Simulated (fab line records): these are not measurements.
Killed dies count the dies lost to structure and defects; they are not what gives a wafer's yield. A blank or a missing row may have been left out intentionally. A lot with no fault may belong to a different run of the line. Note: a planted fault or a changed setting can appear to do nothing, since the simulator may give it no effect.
fab line records	flow n5-finfet	part 2 of 2: steps 5 to 6 of 6
record: lots: 24	wafers: 72	last-day: 17
route steps=1938 shown BEOL_M9@1402
lots untouched by any fault: they come from a run of this same line in which no faults occurred
start-h: start of the lot's first displayed wafer, in hours after the record's first day	wait-h: hours from the lot's prior step to this one	" as in the row above	L1.1+2: a row that stands for several wafers	- no value present, or no start provided	* or withheld: withheld	< > ~ a bound
route shown NAME@n: names a module that has steps shown in the file, with the first one's number in the route	usual: average and standard deviation across the fault-free wafers	same: alike in all rows	chamber/n: place in a boat	sites: the reading at each site	_std_site: their standard deviation	_edge_site: mean of outer sites minus mean of inner sites	radius-mm: how far each site lies from the wafer's centre	mask NAME#n: copy n	behind: the last tool/chamber to shape the wafer	hold: why the lot was held/for how many hours/how that ended	device: transistor that didn't switch, given as n, p or np	end of line: the same wafers' tests at the end of the route	step lacking rows: just its recipe	killed: at the first sort, the dies lost to defects and structure; wafer yield is something else	map: a wafer's dies, x killed, . not, _ none there
set.NAME: the setting as run; set.NAME@STEP: as run at that earlier step	model.NAME: the simulator's own value behind a step, which no gauge read
a sample of lots followed through the steps of the route, with each step as a table and each wafer as a row
services: a tool's chamber out of use, with start hour (start-h, from the record's first day; less than 0 if before it), hours out, and reason
== steps ==
step: N5_BEOL_M9_OVL_MEAS_29
recipe: points-per-wafer: 522
usual: V8_OVL: -0.1/0.62
lot.wafer	tool	chamber	start-h	wait-h	V8_OVL[nm]
L074.2	overlay-02	0	215.17	0.0	0.7
L074.3	"	0	"	"	-0.6
L074.5	"	0	"	"	0.2
L076.1	overlay-01	0	220.35	0.0	0.2
L076.2	"	0	"	"	0.1
L076.5	"	0	"	"	0.1
L075.2	overlay-02	0	226.22	0.0	0.0
L075.3	"	0	"	"	-0.6
L075.4	"	0	"	"	-0.1
L077.1	overlay-01	0	232.29	0.0	0.7
L077.2	"	0	"	"	0.6
L077.3	"	0	"	"	0.0
L078.2	overlay-02	0	235.71	0.0	0.1
L078.3	"	0	"	"	0.0
L078.6	"	0	"	"	-0.2
L079.1	overlay-01	0	244.93	0.0	-0.3
L079.4	"	0	"	"	-0.1
L079.5	"	0	"	"	-0.4
L080.2	overlay-02	0	247.48	0.0	0.2
L080.3	"	0	"	"	0.3
L080.6	"	0	"	"	0.0
L081.1	overlay-02	0	263.12	0.0	-0.6
L081.3	"	0	"	"	-0.6
L081.6	"	0	"	"	-0.3
L083.1	overlay-02	0	267.37	0.0	-0.8
L083.2	"	0	"	"	-0.2
L083.6	"	0	"	"	0.8
L082.2	overlay-01	0	270.04	0.0	0.5
L082.3	"	0	"	"	-0.3
L082.5	"	0	"	"	-1.0
L084.2	overlay-01	0	276.66	0.0	-1.0
L084.3	"	0	"	"	-0.7
L084.6	"	0	"	"	0.3
L085.1	overlay-02	0	295.14	0.0	0.0
L085.2	"	0	"	"	0.2
L085.3	"	0	"	"	0.5
L086.3	overlay-01	0	295.37	0.0	-0.8
L086.5	"	0	"	"	-0.4
L086.6	"	0	"	"	0.1
L088.1	overlay-01	0	295.51	0.0	-1.0
L088.4	"	0	"	"	-1.0
L088.5	"	0	"	"	-1.2
L091.2	overlay-02	0	301.39	0.0	0.9
L091.3	"	0	"	"	-0.2
L091.6	"	0	"	"	0.4
L087.3	overlay-01	0	301.43	0.0	1.5
L087.4	"	0	"	"	0.8
L087.5	"	0	"	"	0.4
L090.3	overlay-01	0	305.19	0.0	-0.3
L090.4	"	0	"	"	1.2
L090.5	"	0	"	"	0.3
L089.1	overlay-02	0	308.26	0.0	-0.9
L089.2	"	0	"	"	-1.6
L089.6	"	0	"	"	-1.9
L092.1	overlay-01	0	331.79	0.0	0.1
L092.2	"	0	"	"	0.3
L092.5	"	0	"	"	-0.9
L094.1	overlay-01	0	331.98	0.0	-0.3
L094.2	"	0	"	"	1.1
L094.4	"	0	"	"	-0.1
L093.1	overlay-01	0	335.22	0.0	0.6
L093.2	"	0	"	"	1.1
L093.5	"	0	"	"	-0.3
L095.1	overlay-01	0	337.47	0.0	0.3
L095.3	"	0	"	"	-0.5
L095.6	"	0	"	"	-0.4
L096.2	overlay-01	0	352.92	0.0	-0.6
L096.5	"	0	"	"	-0.7
L096.6	"	0	"	"	0.2
L097.1	overlay-01	0	353.08	0.0	0.8
L097.4	"	0	"	"	0.7
L097.6	"	0	"	"	0.1
step: N5_BEOL_M9_DESCUM_33
recipe: chemistry: O2	time-s: 7	source-power-w: 50	bias-power-w: 20	pressure-mtorr: 20	rf-frequency-hz: 2.712e+07	temp-c: 40	resist: CAR-EUV	o2-flow-sccm: 225
usual: drypump-motor-current-A: 5.8/0.38	oes-product-au: 0.81/0.076	rf-vpp-V: 243.4/1.4	showerhead-plenum-p-Torr: 2.11/0.071	throttle-valve-pct: 20.43/0.21
same: time-s: 7
lot.wafer	tool	chamber	start-h	wait-h	drypump-motor-current-A	oes-product-au	rf-hours-counter-h	rf-vpp-V	showerhead-plenum-p-Torr	throttle-valve-pct
L074.2	rie-diel-04	0	215.26	0.0	5.1	0.75	167	243.3	2.08	20.35
L074.3	"	1	"	"	5.8	0.85	61	246.4	2.21	20.48
L074.5	"	1	"	"	5.8	0.84	-	245.6	2.21	20.50
L076.1	rie-diel-05	1	220.44	0.0	6.1	0.78	121	241.6	2.02	20.55
L076.2	"	2	"	"	5.3	0.78	120	244.6	2.11	20.65
L076.5	"	0	"	"	5.9	0.92	-	242.6	2.15	20.45
L075.2	rie-diel-05	1	226.31	0.0	6.1	0.77	123	240.9	2.02	20.56
L075.3	"	0	"	"	5.9	0.92	23	243.2	2.15	20.47
L075.4	"	3	"	"	6.2	0.70	237	244.1	2.13	20.35
L077.1	rie-diel-05	3	232.66	0.3	6.2	0.72	239	245.7	2.13	20.35
L077.2	"	0	"	"	5.9	0.92	25	245.6	2.15	20.47
L077.3	"	2	"	"	5.3	0.78	124	243.1	2.11	20.66
L078.2	rie-diel-04	0	235.79	0.0	5.1	0.75	173	243.5	2.08	20.35
L078.3	"	3	"	"	5.7	0.90	15	245.2	2.25	20.37
L078.6	"	3	"	"	5.7	0.91	-	244.3	2.25	20.39
L079.1	rie-diel-04	0	245.02	0.0	5.1	0.74	176	243.2	2.08	20.37
L079.4	"	3	"	"	5.7	0.90	18	246.5	2.25	20.37
L079.5	"	2	"	"	5.6	0.87	-	245.4	2.22	20.06
L080.2	rie-diel-04	0	247.57	0.0	5.1	0.75	177	244.7	2.08	20.36
L080.3	"	2	"	"	5.6	0.88	33	246.7	2.22	20.07
L080.6	"	3	"	"	5.7	0.91	-	247.1	2.25	20.36
L081.1	rie-diel-05	1	263.22	0.0	6.1	0.76	133	240.5	2.02	20.59
L081.3	"	3	"	"	6.2	0.71	247	243.4	2.13	20.37
L081.6	"	1	"	"	6.1	0.76	-	240.7	2.02	20.57
L083.1	rie-diel-05	2	267.46	0.0	5.3	0.77	133	243.1	2.10	20.67
L083.2	"	3	"	"	6.2	0.71	248	243.7	2.13	20.38
L083.6	"	3	"	"	6.2	0.70	-	244.2	2.13	20.37
L082.2	rie-diel-01	0	270.14	0.0	6.1	0.71	211	244.0	2.16	20.48
L082.3	"	1	"	"	6.3	0.80	94	244.3	2.01	20.10
L082.5	"	2	"	"	5.1	0.78	-	242.1	2.03	20.65
L084.2	rie-diel-01	1	276.75	0.0	6.3	0.81	96	242.4	2.01	20.10
L084.3	"	0	"	"	6.1	0.72	213	243.2	2.16	20.47
L084.6	"	0	"	"	6.1	0.72	-	245.1	2.16	20.47
L085.1	rie-diel-05	1	295.23	0.0	6.1	0.75	145	241.7	2.02	20.60
L085.2	"	0	"	"	5.9	0.87	45	243.1	2.14	20.51
L085.3	"	2	"	"	5.3	0.76	143	244.3	2.10	20.69
L086.3	rie-diel-01	1	295.55	0.1	6.3	0.79	104	241.3	2.01	20.11
L086.5	"	1	"	"	6.3	0.79	-	242.9	2.01	20.13
L086.6	"	0	"	"	6.0	0.71	-	242.1	2.16	20.48
L088.1	rie-diel-05	0	295.66	0.1	5.9	0.87	46	244.7	2.14	20.52
L088.4	"	1	"	"	6.1	0.75	-	243.4	2.02	20.61
L088.5	"	0	"	"	5.9	0.88	-	242.7	2.14	20.50
L091.2	rie-diel-04	0	301.47	0.0	5.1	0.73	194	241.4	2.07	20.38
L091.3	"	3	"	"	5.7	0.87	36	244.7	2.24	20.40
L091.6	"	0	"	"	5.1	0.72	-	243.2	2.07	20.38
L087.3	rie-diel-01	2	301.51	0.0	5.1	0.77	145	241.1	2.02	20.66
L087.4	"	0	"	"	6.1	0.71	221	243.6	2.16	20.50
L087.5	"	1	"	"	6.3	0.79	-	240.6	2.01	20.13
L090.3	rie-diel-05	1	305.27	0.0	6.2	0.75	149	242.6	2.01	20.61
L090.4	"	1	"	"	6.1	0.74	-	242.7	2.01	20.59
L090.5	"	2	"	"	5.3	0.76	-	243.1	2.10	20.70
L089.1	rie-diel-05	1	308.35	0.0	6.1	0.74	150	241.2	2.01	20.60
L089.2	"	0	"	"	5.9	0.87	51	243.8	2.14	20.52
L089.6	"	3	"	"	6.2	1.03	-	243.9	2.13	19.98
L092.1	rie-diel-04	3	331.88	0.0	5.7	0.87	45	244.5	2.24	20.43
L092.2	"	0	"	"	5.1	0.72	202	242.0	2.07	20.38
L092.5	"	2	"	"	5.6	0.85	-	245.3	2.21	20.10
L094.1	rie-diel-01	0	332.07	0.0	6.1	0.70	229	244.7	2.16	20.49
L094.2	"	3	"	"	6.0	0.74	200	242.6	2.08	20.36
L094.4	"	0	"	"	6.1	0.70	-	245.4	2.15	20.49
L093.1	rie-diel-05	2	335.31	0.0	5.3	0.75	156	244.9	2.09	20.70
L093.2	"	3	"	"	6.2	0.97	8	243.2	2.13	19.98
L093.5	"	0	"	"	5.9	0.85	-	244.0	2.14	20.54
L095.1	rie-diel-05	0	337.83	0.3	5.9	0.85	60	243.9	2.14	20.52
L095.3	"	2	"	"	5.3	0.75	157	241.6	2.09	20.69
L095.6	"	3	"	"	6.2	0.96	-	244.6	2.13	19.98
L096.2	rie-diel-05	2	353.01	0.0	5.3	0.74	162	242.5	2.09	20.71
L096.5	"	0	"	"	5.9	0.85	-	242.2	2.14	20.55
L096.6	"	3	"	"	6.2	0.95	-	243.9	2.12	19.99
L097.1	rie-diel-05	0	353.44	0.3	5.9	0.85	66	244.7	2.14	20.52
L097.4	"	2	"	"	5.3	0.74	162	244.9	2.09	20.72
L097.6	"	3	"	"	6.2	0.94	-	243.6	2.12	20.01
== services ==
tool	chamber	start-h	hours	kind
rie-diel-04	0	202.29	6.5	repair
rie-diel-05	2	205.97	1.6	repair
rie-diel-05	-	216.89	0.8	repair
uv-cure-01	-	222.97	2.1	pm
uv-cure-02	-	232.28	6.0	pm
rie-diel-04	2	233.69	4.1	repair
rie-diel-04	2	252.40	19.3	repair
rie-diel-05	3	276.30	-	clean
rie-diel-05	3	276.30	-	consumable-replace:focus-ring
rie-diel-05	3	276.30	31.9	scheduled-down
rie-diel-05	3	276.30	31.9	vent-cycle
uv-cure-01	-	288.41	7.5	pm
rie-diel-01	2	332.04	7.0	repair
rie-diel-04	0	346.38	11.2	repair
